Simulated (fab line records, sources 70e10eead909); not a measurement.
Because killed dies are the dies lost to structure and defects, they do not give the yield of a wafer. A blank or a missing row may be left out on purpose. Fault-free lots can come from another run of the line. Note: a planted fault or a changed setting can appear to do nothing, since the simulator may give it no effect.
A single fault, viewed from 3 desks | flow nandHarc | every desk sees just its own numbers, and what lay behind them comes last

TOOL OWNER'S DESK, pecvdOnon-02
The tool's own readings at NHARC_A_ONON_D1_DEP_22 (target thk 1000 nm): means of the sampled wafers that have a number, for each lot that ran on this tool. If a lot's mean is further than 4 standard deviations from the usual mean, the lot is out of limits and carries the mark OUT (the distance appears in the brackets).
Columns: A = n2oFlowSccm at NHARC_A_ONON_D1_DEP_22, usual 2002 sccm
lot  | first seen here | A
L773 | day 8 02:07     | 1994
L774 | day 8 18:07     | 2005
L777 | day 9 03:07     | 1997
L783 | day 10 04:02    | 2003
L785 | day 11 04:23    | 2003
L784 | day 11 04:44    | 1999
L789 | day 12 05:03    | 2002
L791 | day 12 09:26    | 1998
Finding of this desk: none of the 8 lots has anything out of limits.

THE DEFECT DESK
Counts from the inspections along the route, per lot, as means over the sampled wafers that have a number. If a lot's mean is further than 4 standard deviations from the usual mean, the lot is out of limits and carries the mark OUT (the distance appears in the brackets).
Columns: A = rawDefectCount at NHARC_A_SOURCE_PLATE_INSPECT_08, usual 57
lot  | first seen here | A
L773 | day 7 11:47     | 56
L774 | day 8 04:20     | 129
L775 | day 8 04:20     | 52
L777 | day 8 14:45     | 48
L778 | day 9 02:48     | 76
L780 | day 9 07:00     | 40
L783 | day 9 16:15     | 56
L784 | day 10 17:44    | 62
L785 | day 10 17:46    | 49
L788 | day 11 12:19    | 58
L790 | day 11 18:19    | 45
L789 | day 11 18:21    | 29
L791 | day 11 22:44    | 47
L795 | day 13 08:41    | 34
Finding of this desk: none of the 14 lots has anything out of limits.

AT THE METROLOGY DESK
Lot by lot, what the gauges showed, no matter which tool ran the lot: averages of those sampled wafers that carry a number. If a lot's mean is further than 4 standard deviations from the usual mean, the lot is out of limits and carries the mark OUT (the distance appears in the brackets).
Columns: A = thkNm at NHARC_A_SOURCE_PLATE_THK_MEAS_06, usual 199.3 nm; B = thkNm at NHARC_A_ONON_D1_THK_MEAS_08, usual 998 nm; C = thkNm at NHARC_A_ONON_D1_THK_MEAS_24, usual 1000 nm
lot  | first seen here | A     | B    | C
L773 | day 7 11:42     | 202.0 | 998  | 1006
L774 | day 8 04:16     | 198.1 | 999  | 1002
L775 | day 8 04:16     | 197.6 | 992  | 1007
L777 | day 8 14:37     | 197.6 | 1010 | 991
L778 | day 9 02:44     | 198.8 | 1000 | 1000
L780 | day 9 06:55     | 198.0 | 999  | 1001
L783 | day 9 16:11     | 200.0 | 1017 | 997
L784 | day 10 17:40    | 200.6 | 1000 | 990
L785 | day 10 17:40    | 198.4 | 994  | 1002
L788 | day 11 12:12    | 201.9 | 993  | 1010
L790 | day 11 18:15    | 198.8 | 998  | 995
L789 | day 11 18:16    | 198.0 | 999  | 1430 (+52) OUT
L791 | day 11 22:40    | 202.8 | 1002 | 1424 (+51) OUT
L795 | day 13 08:37    | 197.8 | 1005 | 994
This desk's verdict: out of limits on L789, L791, starting with L789 at day 12 05:27 (thkNm at NHARC_A_ONON_D1_THK_MEAS_24). In limits: L773, L774, L775, L777, L778, L780, L783, L784, L785, L788, L790, L795.

TAKEN TOGETHER
The metrology desk could have raised an alarm at day 12 05:27, on L789, L791.
The tool owner's desk saw nothing out of limits.
The defect desk saw nothing out of limits.
On record at the tool owner's desk: L789, L791, within its limits.
The defect desk has L789, L791 on record, within its limits.
Every lot named ran NHARC_A_ONON_D1_DEP_22 on pecvdOnon-02.

WHAT THE SIMULATOR HAD INSERTED
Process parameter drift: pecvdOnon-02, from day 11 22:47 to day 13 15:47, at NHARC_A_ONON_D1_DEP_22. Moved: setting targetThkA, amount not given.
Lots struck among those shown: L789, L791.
Hours from the fault's start to each desk's first reading out of limits: the metrology desk, 7.
